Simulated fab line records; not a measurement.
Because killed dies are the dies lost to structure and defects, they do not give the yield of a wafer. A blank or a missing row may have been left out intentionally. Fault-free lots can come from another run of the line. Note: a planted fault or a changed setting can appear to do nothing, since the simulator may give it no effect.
fab line records	flow n5-finfet
[record] lots = 6	wafers = 18	last-day = 20
route steps=1938 shown BEOL_M8@1379 PASSIVATION@1936
lots that met no fault: taken from a fault-free run of the same line
start-h: the number of hours between the record's first day and the start of the first shown wafer of the lot	wait-h: hours elapsed since this lot's preceding step	" the same as in the row above	L1.1+2: a row that stands for several wafers	- either no value or no given start	* or withheld: withheld	< > ~ a bound
route shown NAME@n: a module of which the file shows steps, and the number in the route of the first	usual: mean and standard deviation over wafers with no fault	same: alike in all rows	chamber/n: place in a boat	sites: the reading at each site	_std_site: how widely they spread, as a standard deviation	_edge_site: mean of outer sites minus mean of inner sites	radius-mm: how far each site lies from the wafer's centre	mask NAME#n: copy n	behind: the most recent tool/chamber to have shaped the wafer	hold: reason for holding the lot/hours on hold/outcome of the hold	device: which transistor (n, p or np) failed to switch	end of line: the same wafers' tests at the end of the route	a step given without rows: its recipe and nothing more	killed: dies that structure and defects cost at the first sort, which is not the same as the wafer's yield	map: a wafer's dies, marking killed ones x, the rest . and places with no die _
set.NAME: the setting as run; set.NAME@STEP: as run at that earlier step	model.NAME: the simulator's own value behind a step, which no gauge read
lots at selected steps of the route; one table per step, one row per wafer
services: when a tool's chamber went out of use (start-h, in hours from the record's first day, below 0 if earlier), for how many hours, and the reason
[[steps]]
[step N5_BEOL_M8_STRIP_80]
[recipe] chemistry = N2/H2	time-s = 10	power-w = 450	temp-c = 40	pressure-mtorr = 20	rf-frequency-hz = 6e+07	bias-power-w = 7	n2-flow-sccm = 200	h2-flow-sccm = 200
[usual] drypump-motor-current-A = 5.8/0.56	oes-product-au = 0.82/0.079	rf-vpp-V = 59.2/0.93	showerhead-plenum-p-Torr = 2.57/0.097	throttle-valve-pct = 23.5/0.36
lot.wafer	tool	chamber	start-h	wait-h	drypump-motor-current-A	oes-product-au	rf-hours-counter-h	rf-vpp-V	showerhead-plenum-p-Torr	throttle-valve-pct
L420.1	rie-diel-03	1	-	-	6.3	0.80	98	57.7	2.46	24.1
L420.4	"	3	"	"	5.9	0.92	-	58.4	2.70	23.5
L420.5	"	1	"	"	6.3	0.80	-	59.3	2.46	24.1
L422.1	rie-diel-02	0	-	-	5.3	0.80	80	60.0	2.68	23.7
L422.2	"	1	"	"	5.6	0.85	66	60.2	2.48	23.5
L422.3	"	3	"	"	6.8	0.77	115	60.3	2.67	24.0
L433.2	rie-diel-03	3	-	-	5.9	0.87	61	59.8	2.69	23.6
L433.3	"	1	"	"	6.3	0.78	128	58.2	2.45	24.1
L433.6	"	0	"	"	5.0	0.86	-	59.6	2.48	23.3
L432.1	rie-diel-03	0	-	-	5.0	0.87	30	57.3	2.48	23.3
L432.2	"	3	"	"	6.0	0.88	61	60.5	2.69	23.6
L432.4	"	2	"	"	5.7	0.86	71	61.1	2.67	23.5
L436.2	rie-diel-05	3	-	-	5.3	0.97	7	58.6	2.52	23.3
L436.5	"	2	"	"	5.8	0.76	-	58.9	2.53	23.2
L436.6	"	3	"	"	5.3	0.96	-	59.6	2.52	23.3
L437.2	rie-diel-05	3	-	-	5.3	0.94	13	59.7	2.51	23.3
L437.3	"	2	"	"	5.9	0.75	156	59.1	2.53	23.3
L437.5	"	3	"	"	5.3	0.94	-	58.5	2.51	23.3
[step N5_BEOL_M8_OCD_MEAS_38]
[usual] trench-depth-nm = 93.5/1.8
lot.wafer	tool	chamber	start-h	wait-h	trench-depth-nm
L420.1	ocd-01	-	288.33	-	92.7
L420.4	"	-	"	"	96.8
L420.5	"	-	"	"	93.2
L422.1	ocd-01	-	294.66	-	91.9
L422.2	"	-	"	"	92.9
L422.3	"	-	"	"	94.2
L433.2	ocd-02	-	378.91	-	97.6
L433.3	"	-	"	"	93.9
L433.6	"	-	"	"	93.8
L432.1	ocd-02	-	379.31	-	95.1
L432.2	"	-	"	"	97.3
L432.4	"	-	"	"	94.6
L436.2	ocd-01	-	384.35	-	93.6
L436.5	"	-	"	"	93.1
L436.6	"	-	"	"	94.7
L437.2	ocd-02	-	403.84	-	93.9
L437.3	"	-	"	"	92.6
L437.5	"	-	"	"	93.1
[step N5_BEOL_M8_HM_STRIP_39]
[recipe] chemistry = peroxide-tin-strip	material = TiN	target-depth-a = 250	temp-c = 50	time-s = 158
[step N5_BEOL_M8_SRD_40]
[recipe] time-s = 30	temp-c = 23	rinse-liquid = diw	dry = ipa-marangoni
[step N5_BEOL_M8_PRECLEAN_42]
[recipe] chemistry = residue-remover	time-s = 60	temp-c = 40
[step N5_BEOL_M8_SRD_43]
[recipe] time-s = 30	temp-c = 23	rinse-liquid = diw	dry = ipa-marangoni
[step N5_BEOL_M8_CD_MEAS_35]
[recipe] target-cd-nm = 40	polarity = opening
[usual] cd-nm = 40.3/0.65
lot.wafer	tool	chamber	start-h	wait-h	cd-nm
L420.1	cd-sem-03	-	288.48	0.0	40.2
L420.4	"	-	"	"	40.9
L420.5	"	-	"	"	40.2
L422.1	cd-sem-02	-	294.82	0.0	40.5
L422.2	"	-	"	"	39.8
L422.3	"	-	"	"	40.6
L433.2	cd-sem-02	-	379.07	0.0	39.3
L433.3	"	-	"	"	39.6
L433.6	"	-	"	"	40.1
L432.1	cd-sem-01	-	379.46	0.0	40.1
L432.2	"	-	"	"	40.2
L432.4	"	-	"	"	40.8
L436.2	cd-sem-03	-	384.51	0.0	39.9
L436.5	"	-	"	"	39.1
L436.6	"	-	"	"	40.2
L437.2	cd-sem-03	-	403.99	0.0	40.9
L437.3	"	-	"	"	40.9
L437.5	"	-	"	"	40.6
[step N5_BEOL_M8_CURE_75]
[recipe] temp-c = 370	time-s = 120	ambient = DMADMS/He	material = SiCOH_lowk
[step N5_BEOL_M8_DEGAS_44]
[recipe] ambient = vacuum	temp-c = 250	time-s = 60
[step N5_BEOL_M8_PRE_CLEAN_45]
[recipe] gas = H2/He	time-s = 30	temp-c = 250
[usual] heater-power-w = 340/30	susceptor-temp-C = 250.01/0.16
lot.wafer	tool	chamber	start-h	wait-h	heater-power-w	susceptor-temp-C
L420.1	pvd-sputter-02	-	290.42	0.0	382	249.92
L420.4	"	-	"	"	304	249.92
L420.5	"	-	"	"	373	250.11
L422.1	pvd-sputter-01	-	295.27	0.0	319	250.21
L422.2	"	-	"	"	322	249.98
L422.3	"	-	"	"	348	249.81
L433.2	pvd-sputter-02	-	379.80	0.0	361	250.10
L433.3	"	-	"	"	321	250.15
L433.6	"	-	"	"	317	249.88
L432.1	pvd-sputter-01	-	380.06	0.0	307	250.16
L432.2	"	-	"	"	329	249.93
L432.4	"	-	"	"	348	250.26
L436.2	pvd-sputter-01	-	385.19	0.0	331	249.95
L436.5	"	-	"	"	348	249.87
L436.6	"	-	"	"	314	249.91
L437.2	pvd-sputter-03	-	404.57	0.0	307	250.01
L437.3	"	-	"	"	400	250.08
L437.5	"	-	"	"	338	249.96
[step N5_BEOL_M8_ALD_77]
[recipe] material = TaN	target-thk-a = 20	temp-c = 275	ald-precursor-family = PDMAT	ald-co-reactant = NH3	pressure-torr = 3	carrier-flow-sccm = 1500	pulse-time-s = 2	purge-time-s = 3	co-reactant-purge-time-s = 2	co-reactant-pulse-time-s = 3	ald-cycles = 40	precursor-vessel-temp-c = 75	precursor-vessel-pressure-torr = 26.25	precursor-vessel-carrier-sccm = 1000
[usual] heater-power-w = 410/43	susceptor-temp-C = 275.02/0.17
lot.wafer	tool	chamber	start-h	wait-h	heater-power-w	susceptor-temp-C
L420.1	ald-metal-04	3	290.56	0.1	425	275.07
L420.4	"	1	"	"	386	274.97
L420.5	"	3	"	"	441	275.12
L422.1	ald-metal-03	3	295.33	0.0	389	275.19
L422.2	"	0	"	"	494	274.98
L422.3	"	2	"	"	306	275.03
L433.2	ald-metal-01	2	379.86	0.0	415	275.04
L433.3	"	1	"	"	421	275.20
L433.6	"	0	"	"	459	274.62
L432.1	ald-metal-01	0	380.12	0.0	454	274.91
L432.2	"	2	"	"	417	275.03
L432.4	"	1	"	"	426	274.99
L436.2	ald-metal-03	2	385.25	0.0	313	275.02
L436.5	"	2	"	"	310	275.19
L436.6	"	1	"	"	446	275.05
L437.2	ald-metal-04	2	404.63	0.0	394	274.96
L437.3	"	1	"	"	356	275.22
L437.5	"	2	"	"	389	275.01
[step N5_BEOL_M8_SURFACE_TREAT_79]
[recipe] gas = Ar	time-s = *	ion-energy-ev = *	ion-current-ma-cm2 = 0.5	pressure-mtorr = *	ar-flow-sccm = 30
[usual] throttle-valve-pct = *
lot.wafer	tool	chamber	start-h	wait-h	throttle-valve-pct
L420.1	pvd-sputter-02	-	290.92	0.2	*
L420.4	"	-	"	"	*
L420.5	"	-	"	"	*
L422.1	pvd-sputter-03	-	295.66	0.2	*
L422.2	"	-	"	"	*
L422.3	"	-	"	"	*
L433.2	pvd-sputter-01	-	380.18	0.2	*
L433.3	"	-	"	"	*
L433.6	"	-	"	"	*
L432.1	pvd-sputter-02	-	380.70	0.4	*
L432.2	"	-	"	"	*
L432.4	"	-	"	"	*
L436.2	pvd-sputter-02	-	385.54	0.2	*
L436.5	"	-	"	"	*
L436.6	"	-	"	"	*
L437.2	pvd-sputter-01	-	404.99	0.2	*
L437.3	"	-	"	"	*
L437.5	"	-	"	"	*
[step N5_BEOL_M8_CVD_78]
[recipe] material = Co	target-thk-a = 20	temp-c = withheld	precursor = CCTBA/H2	pressure-torr = 30	time-s = 142.3
[usual] run-length-s = 165.4/0.54
lot.wafer	tool	chamber	start-h	wait-h	run-length-s
L420.1	cvd-co-01	0	291.21	0.3	239.5
L420.4	"	2	"	"	239.3
L420.5	"	0	"	"	164.8
L422.1	cvd-co-01	1	295.76	0.1	240.1
L422.2	"	0	"	"	164.9
L422.3	"	2	"	"	165.3
L433.2	cvd-co-01	0	380.26	0.1	164.7
L433.3	"	2	"	"	165.2
L433.6	"	2	"	"	164.6
L432.1	cvd-co-01	2	380.81	0.1	164.4
L432.2	"	0	"	"	165.0
L432.4	"	0	"	"	165.0
L436.2	cvd-co-01	0	385.65	0.1	165.1
L436.5	"	0	"	"	165.0
L436.6	"	2	"	"	164.6
L437.2	cvd-co-01	0	405.05	0.0	164.9
L437.3	"	1	"	"	166.4
L437.5	"	0	"	"	165.2
[step N5_BEOL_M8_SPUTTER_48]
[recipe] material = Cu	target-thk-a = 100	temp-c = -20	bias-v = 60	power-w = 26000	chamber-pressure-pa = 0.13	time-s = 1.667
[usual] chuck-gas-flow-sccm = 1.26/0.052	susceptor-temp-C = -20.00/0.11	throttle-valve-pct = 29.8/0.86
lot.wafer	tool	chamber	start-h	wait-h	chuck-gas-flow-sccm	susceptor-temp-C	throttle-valve-pct
L420.1	pvd-sputter-02	-	291.44	0.2	1.31	-20.06	30.4
L420.4	"	-	"	"	1.32	-19.99	30.6
L420.5	"	-	"	"	1.27	-20.07	30.3
L422.1	pvd-sputter-02	-	295.96	0.2	1.19	-19.96	29.1
L422.2	"	-	"	"	1.39	-20.03	29.2
L422.3	"	-	"	"	1.29	-19.88	30.3
L433.2	pvd-sputter-02	-	380.54	0.2	1.21	-20.00	30.6
L433.3	"	-	"	"	1.23	-20.08	30.4
L433.6	"	-	"	"	1.25	-20.02	30.6
L432.1	pvd-sputter-02	-	380.98	0.1	1.27	-20.05	29.2
L432.2	"	-	"	"	1.32	-19.98	29.1
L432.4	"	-	"	"	1.25	-20.08	30.7
L436.2	pvd-sputter-02	-	385.78	0.1	1.20	-20.09	30.3
L436.5	"	-	"	"	1.21	-20.07	30.6
L436.6	"	-	"	"	1.26	-19.97	30.7
L437.2	pvd-sputter-01	-	405.23	0.1	1.29	-20.23	29.0
L437.3	"	-	"	"	1.22	-20.19	28.9
L437.5	"	-	"	"	1.11	-20.21	29.0
[step N5_PASSIVATION_PROBE_49]
[usual] defect-limited-yield = 91.2/1.6	killed_at_M0_to_M3 = 33/11	killed_at_M4_up = 14/5	killed-at-contacts = 12/5.8	killed-at-front-end = 41/12	killed-at-other = 3.5/2.9	killed-dies = 104/19	killed-open = 68/14	killed-short = 34/8.8	sort_bin_5_function = 5.2/1.1	sort_bin_6_memory = 3.2/0.71	sort-n-pass = 1076/19	sort-yield-pct = 91.2/1.6
[same] gross-dies = 1180	killed-at-back-side = 0	sort_bin_4_leakage[%] = 0	sort_bin_8_speed[%] = 0
lot.wafer	tool	chamber	start-h	wait-h	defect-limited-yield[%]	killed_at_M0_to_M3	killed_at_M4_up	killed-at-contacts	killed-at-front-end	killed-at-other	killed-dies	killed-open	killed-short	sort_bin_5_function[%]	sort_bin_6_memory[%]	sort-n-pass	sort-yield-pct[%]
L420.1	prober-01	-	362.82	0.0	92.3	26	28	13	22	2	91	66	25	4.4	2.8	1089	92.3
L420.4	prober-01	-	362.97	0.2	90.0	35	19	7	56	1	118	81	32	6.4	2.9	1062	90.0
L420.5	prober-01	-	363.02	0.2	92.5	35	10	14	27	3	89	58	31	4.2	3.2	1091	92.5
L422.1	prober-02	-	370.61	0.0	89.3	25	18	13	65	5	126	85	41	6.1	4.2	1054	89.3
L422.2	prober-02	-	370.66	0.1	90.3	28	12	12	54	9	115	80	31	6.2	3.4	1065	90.3
L422.3	prober-02	-	370.71	0.1	91.9	25	16	7	45	3	96	60	33	4.3	3.3	1084	91.9
L433.2	prober-01	-	444.29	0.1	94.3	17	15	7	26	2	67	52	15	3.4	2.2	1113	94.3
L433.3	prober-01	-	444.34	0.1	94.9	20	11	7	19	3	60	33	27	2.5	2.4	1120	94.9
L433.6	prober-01	-	444.49	0.3	92.3	26	16	14	30	5	91	57	28	4.5	2.4	1089	92.3
L432.1	prober-02	-	444.84	0.0	89.2	49	19	7	45	7	127	90	37	6.9	3.6	1053	89.2
L432.2	prober-02	-	444.89	0.1	93.7	27	13	8	22	4	74	47	25	4.0	2.2	1106	93.7
L432.4	prober-02	-	444.99	0.2	90.5	37	15	8	47	5	112	78	34	5.6	3.6	1068	90.5
L436.2	prober-02	-	452.85	0.1	87.5	37	19	23	60	9	148	94	54	8.3	3.9	1032	87.5
L437.2	prober-01	-	468.95	0.1	90.6	48	12	7	40	4	111	68	43	5.3	3.5	1069	90.6
L437.3	prober-01	-	469.00	0.1	86.7	59	15	19	51	13	157	105	52	7.7	5.3	1023	86.7
L437.5	prober-01	-	469.10	0.2	92.1	43	7	13	22	8	93	64	29	4.6	3.1	1087	92.1
// killed by level:class
L420.1 BEOL_M4:geometric-particle:open=13 MOL_CONTACT_COAG:geometric-particle:open=12 BEOL_M0_SAQP:geometric-particle:short=7 BEOL_M1:geometric-particle:open=7 BEOL_M5:geometric-particle:open=7 FIN_SAQP:geometric-particle:open=5 FIN_SAQP:geometric-particle:short=5 STI_FIN_REVEAL:geometric-particle:open=4
L420.4 STI_FIN_REVEAL:geometric-particle:open=14 FIN_SAQP:geometric-particle:open=11 BEOL_M0_SAQP:geometric-particle:open=9 BEOL_M0_SAQP:geometric-particle:short=8 GATE_CUT:geometric-particle:open=7 MOL_CONTACT_COAG:geometric-particle:open=7 FIN_SAQP:geometric-particle:short=6 BEOL_M3:geometric-particle:open=6
L420.5 MOL_CONTACT_COAG:geometric-particle:open=10 FIN_SAQP:geometric-particle:short=8 BEOL_M2:geometric-particle:open=7 GATE_CUT:geometric-particle:open=6 BEOL_M0_SAQP:geometric-particle:short=6 BEOL_M1:geometric-particle:open=6 BEOL_M3:geometric-particle:open=6 BEOL_M4:geometric-particle:open=6
L422.1 STI_FIN_REVEAL:geometric-particle:open=17 FIN_SAQP:geometric-particle:open=9 MOL_CONTACT_COAG:geometric-particle:open=9 BEOL_M4:geometric-particle:open=8 FIN_SAQP:geometric-particle:short=7 ILD0:geometric-particle:short=6 BEOL_M0_SAQP:geometric-particle:open=6 BEOL_M2:geometric-particle:open=6
L422.2 STI_FIN_REVEAL:geometric-particle:open=21 MOL_CONTACT_COAG:geometric-particle:open=12 BEOL_M3:geometric-particle:open=9 STI_FIN_REVEAL:geometric-particle:short=8 BEOL_M4:geometric-particle:open=6 ILD0:geometric-particle:short=6 BEOL_M0:geometric-particle:open=6 MIM_BOT:geometric-particle:short=6
L422.3 FIN_SAQP:geometric-particle:open=10 BEOL_M0_SAQP:geometric-particle:short=10 STI_FIN_REVEAL:geometric-particle:open=9 MOL_CONTACT_COAG:geometric-particle:open=7 BEOL_M4:geometric-particle:open=7 FIN_SAQP:geometric-particle:short=5 FIN_CUT:geometric-particle:short=4 BEOL_M2:geometric-particle:open=4
L433.2 STI_FIN_REVEAL:geometric-particle:open=10 MOL_CONTACT_COAG:geometric-particle:open=7 BEOL_M4:geometric-particle:open=6 BEOL_M1:geometric-particle:open=5 FIN_SAQP:geometric-particle:open=4 BEOL_M2:geometric-particle:open=4 BEOL_M3:geometric-particle:open=4 STARTING-WAFER:geometric-particle:open=3
L433.3 STI_FIN_REVEAL:geometric-particle:open=7 MOL_CONTACT_COAG:geometric-particle:open=6 BEOL_M1:geometric-particle:short=6 BEOL_M3:geometric-particle:open=4 FIN_SAQP:geometric-particle:short=3 BEOL_M0:geometric-particle:short=3 BEOL_M4:geometric-particle:open=3 BEOL_M8:geometric-particle:open=3
L433.6 MOL_CONTACT_COAG:geometric-particle:open=9 STI_FIN_REVEAL:geometric-particle:open=7 BEOL_M1:geometric-particle:open=6 HKMG_FIN:area-etch=6 MOL_CONTACT_COAG:geometric-particle:short=5 BEOL_M2:geometric-particle:open=5 BEOL_M5:geometric-particle:open=5 BEOL_M3:geometric-particle:open=4
L432.1 BEOL_M1:geometric-particle:open=15 FIN_SAQP:geometric-particle:open=9 DUMMY_GATE:geometric-particle:open=8 BEOL_M0_SAQP:geometric-particle:open=8 BEOL_M0_SAQP:geometric-particle:short=7 BEOL_M4:geometric-particle:open=7 FIN_SAQP:geometric-particle:short=6 STI_FIN_REVEAL:geometric-particle:open=6
L432.2 MOL_CONTACT_COAG:geometric-particle:open=7 BEOL_M0_SAQP:geometric-particle:open=7 BEOL_M0_SAQP:geometric-particle:short=7 FIN_SAQP:geometric-particle:open=6 BEOL_M2:geometric-particle:open=5 FIN_SAQP:geometric-particle:short=4 BEOL_M1:geometric-particle:open=4 STI_FIN_REVEAL:geometric-particle:open=3
L432.4 FIN_SAQP:geometric-particle:open=10 MOL_CONTACT_COAG:geometric-particle:open=8 BEOL_M0_SAQP:geometric-particle:short=8 STI_FIN_REVEAL:geometric-particle:open=7 BEOL_M0:geometric-particle:open=7 FIN_SAQP:geometric-particle:short=6 BEOL_M1:geometric-particle:open=6 BEOL_M2:geometric-particle:open=6
L436.2 MOL_CONTACT_COAG:geometric-particle:open=15 FIN_SAQP:geometric-particle:short=13 FIN_SAQP:geometric-particle:open=12 DUMMY_GATE:geometric-particle:open=10 BEOL_M0_SAQP:geometric-particle:short=10 BEOL_M4:geometric-particle:open=10 STI_FIN_REVEAL:geometric-particle:open=9 MOL_CONTACT_COAG:geometric-particle:short=8
L437.2 BEOL_M0_SAQP:geometric-particle:open=13 BEOL_M2:geometric-particle:open=13 FIN_SAQP:geometric-particle:short=10 BEOL_M0_SAQP:geometric-particle:short=10 STI_FIN_REVEAL:geometric-particle:open=9 DUMMY_GATE:geometric-particle:open=7 FIN_SAQP:geometric-particle:open=5 MOL_CONTACT_COAG:geometric-particle:open=4
L437.3 STI_FIN_REVEAL:geometric-particle:open=18 MOL_CONTACT_COAG:geometric-particle:open=15 BEOL_M2:geometric-particle:open=14 BEOL_M0_SAQP:geometric-particle:open=13 BEOL_M0_SAQP:geometric-particle:short=11 BEOL_M4:geometric-particle:open=8 FIN_SAQP:geometric-particle:short=7 BEOL_M1:geometric-particle:open=7
L437.5 BEOL_M1:geometric-particle:open=13 BEOL_M2:geometric-particle:open=10 MOL_CONTACT_COAG:geometric-particle:open=9 BEOL_M0_SAQP:geometric-particle:open=8 STI_FIN_REVEAL:geometric-particle:open=6 BEOL_M0_SAQP:geometric-particle:short=6 MOL_CONTACT_COAG:geometric-particle:short=4 FIN_SAQP:geometric-particle:open=3
[[services]]
tool	chamber	start-h	hours	kind
ald-metal-03	2	265.85	3.7	repair
rie-diel-03	0	266.35	-	clean
rie-diel-03	0	266.35	-	consumable-replace:focus-ring
rie-diel-03	0	266.35	23.3	scheduled-down
rie-diel-03	0	266.35	23.3	vent-cycle
rie-diel-05	1	281.94	-	clean
rie-diel-05	1	281.94	-	consumable-replace:focus-ring
rie-diel-05	1	281.94	25.9	scheduled-down
rie-diel-05	1	281.94	25.9	vent-cycle
rie-diel-03	2	283.66	7.7	repair
cvd-co-01	0	297.63	23.3	repair
ald-metal-04	-	321.80	1.1	repair
pvd-sputter-02	-	325.03	0.5	repair
ald-metal-01	-	325.06	0.9	repair
rie-diel-05	2	330.50	5.1	repair
ald-metal-04	-	337.25	14.0	pm
ald-metal-04	0	337.25	14.0	vent-cycle
ald-metal-04	1	337.25	14.0	vent-cycle
ald-metal-04	2	337.25	14.0	vent-cycle
pvd-sputter-02	-	345.96	8.9	repair
ald-metal-01	-	353.25	0.6	repair
rie-diel-02	2	383.45	6.2	repair
pvd-sputter-03	-	388.30	6.5	repair
rie-diel-02	-	401.16	2.8	pm
[[key]]
[first-sign] step = N5_BEOL_M8_CVD_78	reading = run-length-s	direction = up	sigmas = 99+	usual = *	struck = *
effect none on later readings
met-at N5_BEOL_M8_CVD_78
struck-wafers L420.1,L420.4,L422.1
[fault] kind = process-parameter-drift	tool = cvd-co-01	chamber = -	onset-h = 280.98	steps = N5_BEOL_M8_CVD_78	channel = time-s	offset = *	shape = step	end-h = 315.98	scope = struck-wafers-only	acts-in = *	stated = *
